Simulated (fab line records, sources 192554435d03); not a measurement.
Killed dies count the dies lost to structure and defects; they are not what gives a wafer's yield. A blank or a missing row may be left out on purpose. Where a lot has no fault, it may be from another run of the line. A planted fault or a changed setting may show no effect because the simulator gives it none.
Chamber matching ; flow n5Finfet ; N5_BEOL_M1_ALD_84 on aldMetal-02: 4 sister chambers
The step deposits TaN, pulse time 2 s, purge time 3 s, co reactant purge time 2 s. 4 wafers are shown with their chamber, then 7 later ones without.

WAFERS PAIRED WITH THEIR CHAMBERS
wafer;chamber;heaterPowerW (W)
L088.3;0;500
L093.2;3;435
L091.2;2;368
L091.4;1;372

WAFERS WHOSE CHAMBER IS MISSING
wafer;heaterPowerW (W)
L091.5;375
L094.3;369
L094.4;370
L094.5;377
L092.1;377
L092.2;430
L092.5;429

THE CHAMBER EACH PASSED THROUGH
wafer;from the rows above;in truth
L091.5;can't be placed: 1 or 2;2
L094.3;can't be placed: 2 or 1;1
L094.4;can't be placed: 1 or 2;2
L094.5;can't be placed: 1 or 2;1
L092.1;can't be placed: 1 or 2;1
L092.2;3;3
L092.5;3;3
Placed correctly: 2 of 7. From these rows, 5 cannot be placed; in 5 the true chamber is one of the candidates. Wrongly placed: 0.
How it was worked out, from the rows above alone: a wafer's distance from a chamber is the root of the sum, over the readings, of the square of ((its reading less the chamber's mean) divided by the reading's scatter). The wafer belongs to the nearest chamber; if the next one is less than 2 further off, it can't be placed. Each chamber's mean is taken over the wafers shown for it. The scatter: root of mean squared gap, hidden wafer to nearest shown wafer, with one shown wafer a chamber.
